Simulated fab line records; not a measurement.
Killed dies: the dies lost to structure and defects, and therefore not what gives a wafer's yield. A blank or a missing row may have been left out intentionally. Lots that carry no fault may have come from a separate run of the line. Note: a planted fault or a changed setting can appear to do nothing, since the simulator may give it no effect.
fab line records | flow n5_finfet
record: lots: 7 | wafers: 39
route steps=1938 shown FIN_SAQP@130 GATE_CUT@510 MOL_CONTACT_COAG@616 BEOL_M0@721 BEOL_M2@884
start_h: start of the lot's first displayed wafer, in hours after the record's first day | wait_h: hours since the lot's step before | " same as the row above | L1.1+2: several wafers, shown together as one row | - either no value or no given start | * or withheld: withheld | < > ~ a bound
route shown NAME@n: names a module that has steps shown in the file, with the first one's number in the route | usual: mean/standard deviation taken from wafers without a fault | same: alike in all rows | chamber/n: place in a boat | sites: readings site by site | _std_site: the standard deviation of these | _edge_site: inner sites' mean taken away from outer sites' mean | radius_mm: how far each site lies from the wafer's centre | mask NAME#n: copy n | behind: the most recent tool/chamber to have shaped the wafer | hold: why the lot was held/for how many hours/how that ended | device: which transistor (n, p or np) failed to switch | end of line: tests of these same wafers at the route's end | where a step has no rows: the recipe by itself | killed: dies lost to structure and defects at the first sort, not the wafer's yield | map: dies across one wafer; x = killed, . = not, _ = none there
set.NAME: the setting the step ran with; set.NAME@STEP: the setting that earlier step ran with | model.NAME: the simulator's own value behind a step, which no gauge read
one table per step and one row per wafer, for lots whose settings were changed on purpose
== steps ==
step: N5_FIN_SAQP_ETCH_65
recipe: chemistry: CF4 | target: SiO2 | target_depth_a: 40 | ion_energy_ev: 350 | time_s: 4.4 | pressure_mtorr: 10 | icp_w: 800 | bias_w: 400 | cf4_flow_sccm: 80
lot.wafer | tool      | chamber | start_h | wait_h | set.time_s | model.etch.depth_nm
L077.1    | rie_si-05 | 1       | 42.65   | 0.1    | 4.4        | 4.063
L077.2    | "         | 3       | "       | "      | 4.4        | 3.82
L077.3    | "         | 2       | "       | "      | 4.4        | 3.863
L077.4    | "         | 0       | "       | "      | 4.4        | 4.073
L077.5    | "         | 2       | "       | "      | 4.4        | 3.877
L077.6    | "         | 1       | "       | "      | 4.4        | 4.053
L079.1    | rie_si-05 | 3       | 55.25   | 0.1    | 4.4        | 3.821
L079.2    | "         | 0       | "       | "      | 4.4        | 4.06
L079.3    | "         | 2       | "       | "      | 4.4        | 3.846
L079.4    | "         | 1       | "       | "      | 4.4        | 4.03
L079.5    | "         | 2       | "       | "      | 4.4        | 3.853
L079.6    | "         | 1       | "       | "      | 4.4        | 4.031
L086.1    | rie_si-01 | 0       | 96.47   | 0.1    | 4.4        | 4.082
L086.4    | "         | 2       | "       | "      | 4.4        | 4.042
L086.5    | "         | 1       | "       | "      | 4.4        | 4.029
L089.1    | rie_si-05 | 2       | 114.71  | 0.1    | 6.479      | 5.653
L089.2    | "         | 1       | "       | "      | 4.4        | 3.958
L089.3    | "         | 3       | "       | "      | 6.479      | 5.62
L089.4    | "         | 0       | "       | "      | 6.479      | 5.961
L089.5    | "         | 0       | "       | "      | 4.4        | 4.067
L089.6    | "         | 3       | "       | "      | 4.4        | 3.835
L092.1    | rie_si-02 | 0       | 133.55  | 0.1    | 4.4        | 4.013
L092.2    | "         | 2       | "       | "      | 6.795      | 6.285
L092.3    | "         | 3       | "       | "      | 4.4        | 4.158
L092.4    | "         | 1       | "       | "      | 6.795      | 6.246
L092.5    | "         | 3       | "       | "      | 6.795      | 6.384
L092.6    | "         | 2       | "       | "      | 4.4        | 4.017
L093.1    | rie_si-02 | 1       | 138.97  | 0.1    | 4.4        | 4.042
L093.2    | "         | 2       | "       | "      | 4.4        | 4.056
L093.3    | "         | 0       | "       | "      | 4.4        | 3.988
L093.4    | "         | 3       | "       | "      | 4.4        | 4.131
L093.5    | "         | 1       | "       | "      | 4.4        | 4.052
L093.6    | "         | 0       | "       | "      | 4.4        | 3.963
L094.1    | rie_si-02 | 0       | 145.43  | 0.1    | 5.375      | 4.872
L094.2    | "         | 2       | "       | "      | 4.4        | 3.964
L094.3    | "         | 3       | "       | "      | 5.375      | 5.053
L094.4    | "         | 1       | "       | "      | 4.4        | 4.015
L094.5    | "         | 0       | "       | "      | 4.4        | 3.978
L094.6    | "         | 1       | "       | "      | 5.375      | 4.949
step: N5_GATE_CUT_ALD_22
recipe: material: SiNx | target_thk_a: 160 | temp_c: 400 | ald_precursor_family: SiH2I2 | ald_co_reactant: N2/H2-plasma | pulse_time_s: 1 | ald_cycles: 320 | purge_time_s: 2 | co_reactant_purge_time_s: 2 | pressure_torr: 2
lot.wafer        | tool       | chamber     | start_h | wait_h | set.ald_cycles | model.SiNx_of_GATE_CUT_ALD_22.thk_nm
L077.1+2+3       | ald_sin-01 | 3,0,1       | 103.66  | 0.0    | 373            | 18.6
L077.4+5+6       | "          | 2,1,0       | "       | "      | 320            | 16
L079.1           | ald_sin-02 | 2           | 114.32  | 0.0    | 320            | 16.2
L079.2+3+4+5+6   | "          | 3,0,1,2,1   | "       | "      | 320            | 16
L086.1+4         | ald_sin-01 | 1,2         | 161.59  | 0.0    | 320            | 16
L086.5           | "          | 2           | "       | "      | 320            | 16.2
L089.1+4+6       | ald_sin-04 | 3,2,1       | 180.55  | 1.0    | 320            | 16
L089.2+3+5       | "          | 1,0,2       | "       | "      | 492            | 24.6
L092.1+2+3+4+5+6 | ald_sin-01 | 0,3,1,1,0,3 | 195.30  | 0.0    | 320            | 16
L093.1+2+4       | ald_sin-01 | 3,1,2       | 203.32  | 0.1    | 320            | 16
L093.3+6         | "          | 0,1         | "       | "      | 470            | 23.4
L093.5           | "          | 0           | "       | "      | 470            | 23.6
L094.1+2+3+6     | ald_sin-02 | 3,2,1,1     | 205.17  | 0.0    | 320            | 16.2
L094.4+5         | "          | 0           | "       | "      | 320            | 16
step: N5_MOL_CONTACT_COAG_ETCH_124
recipe: chemistry: CH3F/O2 | target: SiNx | target_depth_a: 65 | mask_material: SOC | stop_on: SiOC | over_etch_frac: 0.3 | ion_energy_ev: 120 | pressure_mtorr: 30 | source_w: 395 | bias_w: 73 | Ar_flow_sccm: 150 | CH3F_flow_sccm: 30 | O2_flow_sccm: 20 | ends: end_point
lot.wafer | tool        | chamber | start_h | wait_h | set.target_depth_a | model.SOC_of_MOL_CONTACT_COAG_COAT_62.thk_nm | model.etch.depth_nm
L077.1    | rie_diel-04 | 1       | 118.87  | 0.0    | 65                 | 48.4                                         | 4.969
L077.2    | "           | 3       | "       | "      | 35.31              | 49.6                                         | 3.411
L077.3    | "           | 0       | "       | "      | 35.31              | 49.2                                         | 3.57
L077.4    | "           | 2       | "       | "      | 65                 | 48                                           | 4.996
L077.5    | "           | 2       | "       | "      | 65                 | 48.2                                         | 4.975
L077.6    | "           | 3       | "       | "      | 35.31              | 49.8                                         | 3.416
L079.1    | rie_diel-01 | 0       | 131.29  | 0.0    | 47.32              | 49                                           | 4.757
L079.2    | "           | 3       | "       | "      | 65                 | 48                                           | 5
L079.3    | "           | 2       | "       | "      | 47.32              | 49.2                                         | 4.748
L079.4    | "           | 1       | "       | "      | 65                 | 48.6                                         | 4.956
L079.5    | "           | 2       | "       | "      | 65                 | 48.4                                         | 4.999
L079.6    | "           | 3       | "       | "      | 47.32              | 48.8                                         | 4.901
L086.1    | rie_diel-04 | 3       | 176.93  | 0.0    | 65                 | 48                                           | 4.999
L086.4    | "           | 0       | "       | "      | 65                 | 47.8                                         | 4.966
L086.5    | "           | 3       | "       | "      | 65                 | 47.8                                         | 4.988
L089.1    | rie_diel-06 | 0       | 196.77  | 0.0    | 65                 | 48.2                                         | 5.019
L089.2    | "           | 2       | "       | "      | 65                 | 48.4                                         | 5.012
L089.3    | "           | 1       | "       | "      | 65                 | 48.8                                         | 4.964
L089.4    | "           | 1       | "       | "      | 65                 | 48.6                                         | 5.033
L089.5    | "           | 2       | "       | "      | 65                 | 48.2                                         | 4.98
L089.6    | "           | 0       | "       | "      | 65                 | 48.2                                         | 5.015
L092.1    | rie_diel-06 | 3       | 208.82  | 0.0    | 50.88              | 49.2                                         | 4.936
L092.2    | "           | 1       | "       | "      | 65                 | 48.4                                         | 4.989
L092.3    | "           | 0       | "       | "      | 65                 | 48.2                                         | 4.931
L092.4    | "           | 0       | "       | "      | 50.88              | 48.8                                         | 4.979
L092.5    | "           | 1       | "       | "      | 50.88              | 49                                           | 4.994
L092.6    | "           | 3       | "       | "      | 65                 | 48.6                                         | 4.998
L093.1    | rie_diel-04 | 1       | 217.53  | 0.0    | 83.98              | 47.2                                         | 5.001
L093.2    | "           | 2       | "       | "      | 65                 | 48.2                                         | 4.969
L093.3    | "           | 3       | "       | "      | 83.98              | 47                                           | 5.008
L093.4    | "           | 0       | "       | "      | 65                 | 47.8                                         | 5.011
L093.5    | "           | 3       | "       | "      | 83.98              | 46.8                                         | 5.023
L093.6    | "           | 2       | "       | "      | 65                 | 48.2                                         | 4.944
L094.1    | rie_diel-06 | 3       | 219.91  | 0.0    | 65                 | 48.6                                         | 5.019
L094.2    | "           | 0       | "       | "      | 49.82              | 48.8                                         | 5.001
L094.3    | "           | 2       | "       | "      | 65                 | 48.2                                         | 4.999
L094.4    | "           | 1       | "       | "      | 49.82              | 49                                           | 4.953
L094.5    | "           | 3       | "       | "      | 65                 | 48.8                                         | 4.982
L094.6    | "           | 0       | "       | "      | 49.82              | 48.8                                         | 4.997
step: N5_BEOL_M0_TRENCH_ETCH_107
recipe: chemistry: C4F6/O2 | target_depth_a: 328 | target: SiOC | time_s: 16.4 | ion_energy_ev: 250 | pressure_mtorr: 30 | source_w: 355 | bias_w: 185 | Ar_flow_sccm: 300 | C4F6_flow_sccm: 10 | O2_flow_sccm: 10
lot.wafer | tool        | chamber | start_h | wait_h | set.target_depth_a | model.BEOL_M0.feature_depth_nm | model.TiN_of_BEOL_M0_SAQP_HM_DEP_02.thk_nm
L077.1    | rie_diel-04 | 1       | 133.63  | 0.0    | 456.4              | 45.8                           | 9
L077.2    | "           | 2       | "       | "      | 328                | 32.6                           | 9.4
L077.3    | "           | 0       | "       | "      | 328                | 33.6                           | 9.4
L077.4    | "           | 0       | "       | "      | 456.4              | 46.4                           | 9
L077.5    | "           | 1       | "       | "      | 328                | 32.8                           | 9.6
L077.6    | "           | 2       | "       | "      | 456.4              | 45.6                           | 9
L079.1    | rie_diel-06 | 3       | 152.02  | 0.0    | 328                | 32.4                           | 9.4
L079.2+3  | "           | 2,1     | "       | "      | 328                | 32.6                           | 9.6
L079.4    | "           | 3       | "       | "      | 328                | 31.8                           | 9.6
L079.5    | "           | 1       | "       | "      | 328                | 33                             | 9.6
L079.6    | "           | 2       | "       | "      | 328                | 32.4                           | 9.6
L086.1    | rie_diel-04 | 3       | 191.83  | 0.0    | 328                | 33                             | 9.4
L086.4    | "           | 0       | "       | "      | 328                | 33.2                           | 9.4
L086.5    | "           | 2       | "       | "      | 328                | 32.4                           | 9.4
L089.1    | rie_diel-01 | 1       | 214.92  | 0.0    | 328                | 31.8                           | 9.2
L089.2    | "           | 3       | "       | "      | 328                | 33.4                           | 9
L089.3    | "           | 0       | "       | "      | 328                | 32.6                           | 9.4
L089.4    | "           | 2       | "       | "      | 328                | 32                             | 9.2
L089.5    | "           | 3       | "       | "      | 328                | 33.6                           | 9.2
L089.6    | "           | 0       | "       | "      | 328                | 32.6                           | 9.2
L092.1    | rie_diel-04 | 3       | 222.96  | 0.0    | 328                | 33.4                           | 9.4
L092.2    | "           | 0       | "       | "      | 328                | 33.4                           | 9.8
L092.3    | "           | 1       | "       | "      | 447.7              | 45                             | 9
L092.4    | "           | 2       | "       | "      | 447.7              | 44.2                           | 9.4
L092.5    | "           | 2       | "       | "      | 328                | 32.2                           | 9.8
L092.6    | "           | 3       | "       | "      | 447.7              | 45.4                           | 9
L093.1    | rie_diel-04 | 2       | 233.33  | 0.0    | 131.6              | 12.8                           | 10.4
L093.2    | "           | 0       | "       | "      | 328                | 33                             | 9.6
L093.3+6  | "           | 1       | "       | "      | 328                | 32.8                           | 9.6
L093.4    | "           | 3       | "       | "      | 131.6              | 13.4                           | 10.2
L093.5    | "           | 2       | "       | "      | 131.6              | 12.8                           | 10.2
L094.1+2  | rie_diel-01 | 1,2     | 234.82  | 0.0    | 210.2              | 20.6                           | 10
L094.3    | "           | 0       | "       | "      | 328                | 32.8                           | 9.6
L094.4    | "           | 3       | "       | "      | 210.2              | 21.4                           | 10.2
L094.5    | "           | 3       | "       | "      | 328                | 33.6                           | 9.6
L094.6    | "           | 2       | "       | "      | 328                | 32.2                           | 9.8
step: N5_BEOL_M0_STRIP_142
recipe: chemistry: N2/H2 | time_s: 10 | power_w: 450 | temp_c: 40 | pressure_mtorr: 20 | rf_frequency_hz: 6e+07 | bias_power_w: 7 | n2_flow_sccm: 200 | h2_flow_sccm: 200
step: N5_BEOL_M0_OCD_MEAS_108
usual: trench_depth_nm: 32.7/0.57
lot.wafer | tool   | chamber | start_h | wait_h | set.target_depth_a@BEOL_M0_TRENCH_ETCH_107 | trench_depth_nm
L077.1    | ocd-01 | -       | 133.74  | 0.1    | 456.4                                      | 45.9
L077.2    | "      | -       | "       | "      | 328                                        | 32.7
L077.3    | "      | -       | "       | "      | 328                                        | 33.7
L077.4    | "      | -       | "       | "      | 456.4                                      | 45.8
L077.5    | "      | -       | "       | "      | 328                                        | 32.6
L077.6    | "      | -       | "       | "      | 456.4                                      | 45.5
L079.1    | ocd-02 | -       | 152.12  | 0.1    | 328                                        | 31.9
L079.2    | "      | -       | "       | "      | 328                                        | 32.5
L079.3    | "      | -       | "       | "      | 328                                        | 32.7
L079.4    | "      | -       | "       | "      | 328                                        | 32.1
L079.5    | "      | -       | "       | "      | 328                                        | 32.6
L079.6    | "      | -       | "       | "      | 328                                        | 32.7
L086.1    | ocd-02 | -       | 191.94  | 0.1    | 328                                        | 32.7
L086.4    | "      | -       | "       | "      | 328                                        | 32.7
L086.5    | "      | -       | "       | "      | 328                                        | 32.3
L089.1    | ocd-02 | -       | 215.03  | 0.1    | 328                                        | 32.4
L089.2    | "      | -       | "       | "      | 328                                        | 33.5
L089.3    | "      | -       | "       | "      | 328                                        | 32.3
L089.4    | "      | -       | "       | "      | 328                                        | 32.0
L089.5    | "      | -       | "       | "      | 328                                        | 34.0
L089.6    | "      | -       | "       | "      | 328                                        | 32.1
L092.1    | ocd-02 | -       | 223.07  | 0.1    | 328                                        | 33.0
L092.2    | "      | -       | "       | "      | 328                                        | 33.6
L092.3    | "      | -       | "       | "      | 447.7                                      | 45.2
L092.4    | "      | -       | "       | "      | 447.7                                      | 44.2
L092.5    | "      | -       | "       | "      | 328                                        | 31.9
L092.6    | "      | -       | "       | "      | 447.7                                      | 45.7
L093.1    | ocd-02 | -       | 233.43  | 0.1    | 131.6                                      | 13.2
L093.2    | "      | -       | "       | "      | 328                                        | 32.6
L093.3    | "      | -       | "       | "      | 328                                        | 32.5
L093.4    | "      | -       | "       | "      | 131.6                                      | 13.5
L093.5    | "      | -       | "       | "      | 131.6                                      | 13.4
L093.6    | "      | -       | "       | "      | 328                                        | 32.8
L094.1    | ocd-01 | -       | 234.92  | 0.1    | 210.2                                      | 20.7
L094.2    | "      | -       | "       | "      | 210.2                                      | 20.8
L094.3    | "      | -       | "       | "      | 328                                        | 32.8
L094.4    | "      | -       | "       | "      | 210.2                                      | 21.5
L094.5    | "      | -       | "       | "      | 328                                        | 33.9
L094.6    | "      | -       | "       | "      | 328                                        | 32.6
step: N5_BEOL_M2_ETCH_70
recipe: chemistry: N2/H2 | target: SOC | target_depth_a: 800 | overetch_a: 240 | mask_material: SiARC | temp_c: 40 | time_s: 130 | ion_energy_ev: 200 | pressure_mtorr: 30 | source_w: 840 | bias_w: 150 | n2_flow_sccm: 200 | h2_flow_sccm: 200
lot.wafer  | tool        | chamber | start_h | wait_h | set.time_s | model.SiARC_of_BEOL_M2_COAT_68.thk_nm
L077.1     | rie_diel-01 | 0       | 172.30  | 0.0    | 130        | 6
L077.2+5+6 | "           | 1,1,0   | "       | "      | 173.3      | 4
L077.3+4   | "           | 2       | "       | "      | 130        | 6.2
L079.1     | rie_diel-04 | 0       | 177.15  | 0.0    | 196.6      | 2.6
L079.2     | "           | 1       | "       | "      | 130        | 5.8
L079.3+6   | "           | 3       | "       | "      | 130        | 5.6
L079.4+5   | "           | 2       | "       | "      | 196.6      | 2.8
L086.1+5   | rie_diel-04 | 3,0     | 239.62  | 0.0    | 130        | 5.6
L086.4     | "           | 2       | "       | "      | 130        | 5.8
L089.1     | rie_diel-06 | 1       | 252.71  | 0.0    | 130        | 5.8
L089.2+6   | "           | 2       | "       | "      | 192.7      | 3
L089.3+5   | "           | 3       | "       | "      | 130        | 6
L089.4     | "           | 0       | "       | "      | 192.7      | 2.8
L092.1+4   | rie_diel-01 | 0,2     | 264.20  | 0.0    | 130        | 6.2
L092.2+5+6 | "           | 1,1,0   | "       | "      | 130        | 6
L092.3     | "           | 3       | "       | "      | 130        | 5.8
L093.1+2   | rie_diel-06 | 3,2     | 272.44  | 0.0    | 130        | 6
L093.3     | "           | 1       | "       | "      | 130        | 5.8
L093.4     | "           | 0       | "       | "      | 177        | 3.6
L093.5     | "           | 2       | "       | "      | 177        | 3.8
L093.6     | "           | 3       | "       | "      | 177        | 4
L094.1     | rie_diel-01 | 2       | 275.66  | 0.0    | 130        | 6.4
L094.2+5   | "           | 3       | "       | "      | 97.75      | 7.4
L094.3     | "           | 0       | "       | "      | 97.75      | 7.6
L094.4     | "           | 1       | "       | "      | 130        | 6
L094.6     | "           | 0       | "       | "      | 130        | 6.2
== key ==
split: step: N5_FIN_SAQP_ETCH_65 | setting: time_s | stated: 4.4 | by: wafer
response: step: N5_FIN_SAQP_ETCH_65 | reading: model.etch.depth_nm | change: +0.0401 | per: 1% | r: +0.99
split: step: N5_GATE_CUT_ALD_22 | setting: ald_cycles | stated: 320 | by: wafer
response: step: N5_GATE_CUT_ALD_22 | reading: model.SiNx_of_GATE_CUT_ALD_22.thk_nm | change: +0.16 | per: 1% | r: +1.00
split: step: N5_MOL_CONTACT_COAG_ETCH_124 | setting: target_depth_a | stated: 65 | by: wafer
response: step: N5_MOL_CONTACT_COAG_ETCH_124 | reading: model.SOC_of_MOL_CONTACT_COAG_COAT_62.thk_nm | change: -0.0279 | per: 1% | r: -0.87
response: step: N5_MOL_CONTACT_COAG_ETCH_124 | reading: model.etch.depth_nm | shape: bent | at_lowest: 3.466 | at_stated: 4.988 | at_highest: 5.011
split: step: N5_BEOL_M0_TRENCH_ETCH_107 | setting: target_depth_a | stated: 328 | by: wafer
response: step: N5_BEOL_M0_TRENCH_ETCH_107 | reading: model.BEOL_M0.feature_depth_nm | change: +0.331 | per: 1% | r: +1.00
response: step: N5_BEOL_M0_TRENCH_ETCH_107 | reading: model.TiN_of_BEOL_M0_SAQP_HM_DEP_02.thk_nm | change: -0.0119 | per: 1% | r: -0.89
response: step: N5_BEOL_M0_OCD_MEAS_108 | reading: trench_depth_nm | change: +0.327 | per: 1% | r: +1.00
split: step: N5_BEOL_M2_ETCH_70 | setting: time_s | stated: 130 | by: wafer
response: step: N5_BEOL_M2_ETCH_70 | reading: model.SiARC_of_BEOL_M2_COAT_68.thk_nm | change: -0.0595 | per: 1% | r: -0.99
